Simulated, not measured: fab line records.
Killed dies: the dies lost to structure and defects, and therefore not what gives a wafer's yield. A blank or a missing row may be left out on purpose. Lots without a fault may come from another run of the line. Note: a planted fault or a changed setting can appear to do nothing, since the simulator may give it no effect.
Which of the tools did it? | flow nand_harc | 11 lots with 33 wafers sampled at 5 steps, on a route of 1302 steps

WHAT THE GAUGES SHOWED, per wafer
NHARC_A_STAIRCASE_INSPECT_155. Usual: 418 for raw_defect_count, sd 120.
lot  | measured     | on                | raw_defect_count | flag
L947 | day 18 17:18 | defect_inspect-02 | 450 415 453      |
L948 | day 19 22:16 | defect_inspect-02 | 346 383 409      |
L949 | day 19 22:29 | defect_inspect-01 | 292 435 338      |
L950 | day 20 13:11 | defect_inspect-01 | 494 419 469      |
L952 | day 20 21:05 | defect_inspect-02 | 481 453 354      |
L951 | day 21 23:35 | defect_inspect-01 | 726 578 647      |
L954 | day 22 18:20 | defect_inspect-02 | 394 472 517      |
L962 | day 25 22:13 | defect_inspect-02 | 459 503 515      |
L967 | day 27 13:43 | defect_inspect-02 | 391 342 351      |
L969 | day 27 23:16 | defect_inspect-02 | 378 328 382      |
L968 | day 28 05:46 | defect_inspect-01 | 719 368 738      |

NHARC_END_SORT_01. Usual: killed_at_array 61, standard deviation 26; killed_at_other 0.8, standard deviation 1.1; killed_at_periphery 4.0, standard deviation 2.6; killed_dies 66, standard deviation 26; killed_open 3.1, standard deviation 1.7; killed_short 2.5, standard deviation 1.5.
lot  | measured     | on        | killed_at_array | killed_at_other | killed_at_periphery | killed_dies | killed_open | killed_short | flag
L947 | day 24 15:40 | prober-01 | 81 80 68        | 3 0 1           | 7 2 5               | 91 82 74    | 4 3 3       | 1 2 2        |
L950 | day 25 15:56 | prober-02 | 88 97 80        | 0 0 0           | 2 8 8               | 90 105 88   | 4 3 5       | 3 4 2        |
L951 | day 27 02:59 | prober-02 | 46 46 41        | 1 2 0           | 0 2 1               | 47 50 42    | 2 5 1       | 1 2 4        |
L954 | day 27 18:48 | prober-02 | 83 103 125      | 2 1 0           | 1 2 7               | 86 106 132  | 2 3 2       | 4 2 2        |
L962 | day 31 06:13 | prober-02 | 87 674 88       | 2 1 0           | 4 2 3               | 93 677 91   | 4 5 2       | 2 4 6        | OFF
L967 | day 32 18:53 | prober-01 | 91 87 98        | 1 1 0           | 5 4 4               | 97 92 102   | 5 2 2       | 2 3 1        |

WHAT TOOL EACH LOT RAN ON (gives the tool, then ch and the chambers of the sampled wafers, and finally the start)
lot  | NHARC_A_STAIRCASE_ETCHBACK_157     | NHARC_A_SGD_CUT_ETCH_16            | NHARC_A_SGD_CUT_STRIP_28
L947 | rie_diel-09 ch 1,3, day 18 16:23   | rie_diel-12 ch 2,3, day 18 18:52   | rie_diel-12 ch 0,1,3, day 24 15:40 or earlier
L948 | rie_diel-09 ch 1,2,3, day 19 21:23 | rie_diel-12 ch 0,1,3, day 19 23:48 | rie_diel-05 ch 0,1,3, no start
L949 | rie_diel-02 ch 0,3, day 19 21:31   | rie_diel-05 ch 2,3, day 20 00:02   | rie_diel-01 ch 2,3, no start
L950 | rie_diel-10 ch 0,3, day 20 12:05   | rie_diel-01 ch 1,2,3, day 20 14:44 | rie_diel-12 ch 1,2, day 25 15:56 or earlier
L952 | rie_diel-02 ch 0,1,3, day 20 20:04 | rie_diel-05 ch 0,1,2, day 20 22:30 | rie_diel-05 ch 0,2,3, no start
L951 | rie_diel-02 ch 0,3, day 21 22:38   | rie_diel-05 ch 2,3, day 22 01:16   | rie_diel-05 ch 1,2,3, day 27 02:59 or earlier
L954 | rie_diel-10 ch 0,2, day 22 17:27   | rie_diel-12 ch 1,2, day 22 19:53   | rie_diel-12 ch 2,3, day 27 18:48 or earlier
L962 | rie_diel-09 ch 0,2,3, day 25 21:19 | rie_diel-12 ch 0,2,3, day 25 23:51 | rie_diel-12 ch 1,2,3, day 31 06:13 or earlier
L967 | rie_diel-10 ch 0,2,3, day 27 12:40 | rie_diel-01 ch 0,1,3, day 27 15:23 | rie_diel-05 ch 0,2,3, day 32 18:53 or earlier
L969 | rie_diel-10 ch 0,1,2, day 27 22:22 | rie_diel-05 ch 0,1,3, day 28 00:47 | rie_diel-12 ch 0,2,3, no start
L968 | rie_diel-02 ch 2,3, day 28 04:53   | rie_diel-01 ch 1,3, day 28 07:25   | rie_diel-01 ch 1,3, no start
- NHARC_A_STAIRCASE_ETCHBACK_157: etches the open film in CH3F/O2, target depth 90 nm, time 167.14 s.
- NHARC_A_SGD_CUT_ETCH_16: etches the open film in C4F8/O2/Ar, target depth 310.5 nm, time 155.2 s.
- NHARC_A_SGD_CUT_STRIP_28: strips in O2, time 20 s.

AS READ BY THE TOOLS THEMSELVES (means over the sampled wafers that have a number; for cases with no such wafer, the mark the record gives instead)
NHARC_A_STAIRCASE_ETCHBACK_157. Usual: chamber_pressure_mTorr 25.000 mTorr (standard deviation 0.021); drypump_motor_current_A 5.9 A (standard deviation 0.4); mfc_ar_sccm 200.0 sccm (standard deviation 0.71); oes_product_au 0.96 a.u. (standard deviation 0.035); rf_vpp_V 244.1 V (standard deviation 1.5); showerhead_plenum_p_Torr 2.45 Torr (standard deviation 0.096); throttle_valve_pct 20.663 % (standard deviation 0.0094).
lot  | tool        | chamber_pressure_mTorr (mTorr) | drypump_motor_current_A (A) | mfc_ar_sccm (sccm) | oes_product_au (a.u.) | rf_vpp_V (V) | showerhead_plenum_p_Torr (Torr) | throttle_valve_pct (%) | flag
L947 | rie_diel-09 | 24.988                         | 6.1                         | 200.4              | 1.00                  | 244.2        | 2.42                            | 20.664                 |
L948 | rie_diel-09 | 24.980                         | 6.1                         | 200.8              | 0.94                  | 242.9        | 2.39                            | 20.660                 |
L949 | rie_diel-02 | 25.005                         | 5.7                         | 200.0              | 0.92                  | 243.9        | 2.46                            | 20.665                 |
L950 | rie_diel-10 | 25.005                         | 6.1                         | 200.4              | 0.99                  | 244.1        | 2.40                            | 20.653                 |
L952 | rie_diel-02 | 25.007                         | 5.8                         | 200.3              | 0.92                  | 245.4        | 2.50                            | 20.671                 |
L951 | rie_diel-02 | 24.983                         | 5.7                         | 199.7              | 0.91                  | 243.8        | 2.45                            | 20.655                 |
L954 | rie_diel-10 | 24.993                         | 5.7                         | 199.4              | 0.92                  | 243.6        | 2.39                            | 20.667                 |
L962 | rie_diel-09 | 25.001                         | 6.0                         | 199.5              | 0.93                  | 243.2        | 2.37                            | 20.661                 |
L967 | rie_diel-10 | 25.012                         | 5.9                         | 199.7              | 0.98                  | 243.1        | 2.39                            | 20.660                 |
L969 | rie_diel-10 | 24.996                         | 5.5                         | 200.8              | 0.99                  | 243.3        | 2.41                            | 20.668                 |
L968 | rie_diel-02 | 24.997                         | 6.2                         | 200.8              | 1.00                  | 246.0        | 2.51                            | 20.672                 |

NHARC_A_SGD_CUT_ETCH_16. Usual: chamber_pressure_mTorr 24.998 mTorr, standard deviation 0.022; oes_product_au 0.975 a.u., standard deviation 0.017; rf_vpp_V 723 V, standard deviation 4; run_length_s 176.7 s, standard deviation 0.52.
lot  | tool        | chamber_pressure_mTorr (mTorr) | oes_product_au (a.u.) | rf_vpp_V (V) | run_length_s (s) | flag
L947 | rie_diel-12 | 24.989                         | 0.962                 | 720          | 176.6            |
L948 | rie_diel-12 | 25.012                         | 0.987                 | 718          | 177.0            |
L949 | rie_diel-05 | 24.976                         | 0.979                 | 724          | 176.6            |
L950 | rie_diel-01 | 25.011                         | 0.967                 | 723          | 176.9            |
L952 | rie_diel-05 | 25.002                         | 0.976                 | 729          | 175.8            |
L951 | rie_diel-05 | 25.013                         | 0.973                 | 727          | 176.0            |
L954 | rie_diel-12 | 25.001                         | 0.988                 | 721          | 176.7            |
L962 | rie_diel-12 | 25.020                         | 0.978                 | 718          | 140.2            | OFF
L967 | rie_diel-01 | 24.999                         | 0.983                 | 723          | 176.8            |
L969 | rie_diel-05 | 25.015                         | 0.969                 | 727          | 176.7            |
L968 | rie_diel-01 | 24.993                         | 0.970                 | 724          | 176.9            |

NHARC_A_SGD_CUT_STRIP_28. Usual: chamber_pressure_mTorr 59.99 mTorr (standard deviation 0.058); drypump_motor_current_A 5.5 A (standard deviation 0.37); mfc_ar_sccm 0.003 sccm (standard deviation 0.0054); oes_product_au 1.003 a.u. (standard deviation 0.014); rf_vpp_V 57.7 V (standard deviation 0.82); showerhead_plenum_p_Torr 3.49 Torr (standard deviation 0.14); throttle_valve_pct 17.038 % (standard deviation 0.0089).
lot  | tool        | chamber_pressure_mTorr (mTorr) | drypump_motor_current_A (A) | mfc_ar_sccm (sccm) | oes_product_au (a.u.) | rf_vpp_V (V) | showerhead_plenum_p_Torr (Torr) | throttle_valve_pct (%) | flag
L947 | rie_diel-12 | 60.02                          | 5.4                         | 0.002              | 1.007                 | 57.2         | 3.36                            | 17.031                 |
L948 | rie_diel-05 | 60.02                          | 5.6                         | 0.005              | 1.001                 | 58.7         | 3.64                            | 17.041                 |
L949 | rie_diel-01 | 59.98                          | 6.0                         | 0.012              | 0.985                 | 58.0         | 3.49                            | 17.039                 |
L950 | rie_diel-12 | 60.02                          | 5.4                         | 0.005              | 1.012                 | 57.8         | 3.44                            | 17.037                 |
L952 | rie_diel-05 | 59.95                          | 5.6                         | 0.006              | 1.012                 | 57.9         | 3.64                            | 17.037                 |
L951 | rie_diel-05 | 60.01                          | 5.3                         | 0.001              | 0.998                 | 57.0         | 3.65                            | 17.039                 |
L954 | rie_diel-12 | 59.98                          | 5.4                         | 0.000              | 1.009                 | 58.0         | 3.44                            | 17.037                 |
L962 | rie_diel-12 | 60.04                          | 5.4                         | 0.002              | 1.002                 | 57.9         | 3.42                            | 17.040                 |
L967 | rie_diel-05 | 60.02                          | 5.6                         | 0.006              | 0.984                 | 57.9         | 3.63                            | 17.032                 |
L969 | rie_diel-12 | 60.02                          | 5.4                         | 0.000              | 1.001                 | 57.6         | 3.38                            | 17.035                 |
L968 | rie_diel-01 | 59.96                          | 6.3                         | 0.000              | 1.001                 | 58.1         | 3.56                            | 17.037                 |

THE ANSWER, worked out from the rows above alone
Rule: a lot is off if the mean of its wafers that have a number lies more than 3 standard deviations from the usual mean. A lot without any number at a reading at which 4 lots or more have one is off too. The other lots that the step has rows for count as sound. First the gauges in route order, then the tools' own readings, where a lot's mean is used as printed above. The first step at which some lot is off is used, and at that step the reading that is off furthest; a lot without a number counts as furthest.
Off: L962 (NHARC_END_SORT_01, killed_at_array). Neither off nor sound, because the step has no rows for them: L948, L949, L952, L969, L968.
If a tool, at a process step before that reading, ran all the lots that are off and no sound lot after the first of them, it fits. The gauges at NHARC_END_SORT_01 aren't tried: what is off there is off at NHARC_A_SGD_CUT_ETCH_16 too, on other tools, and a gauge's error can't cause that. With no start given for some of its lots, NHARC_A_SGD_CUT_STRIP_28 uses the hours and lot order of NHARC_END_SORT_01. This does not decide it: 2 tools fit, namely rie_diel-09 at NHARC_A_STAIRCASE_ETCHBACK_157 and rie_diel-12 at NHARC_A_SGD_CUT_ETCH_16 and NHARC_A_SGD_CUT_STRIP_28.

WHAT WAS PUT IN BY THE SIMULATOR
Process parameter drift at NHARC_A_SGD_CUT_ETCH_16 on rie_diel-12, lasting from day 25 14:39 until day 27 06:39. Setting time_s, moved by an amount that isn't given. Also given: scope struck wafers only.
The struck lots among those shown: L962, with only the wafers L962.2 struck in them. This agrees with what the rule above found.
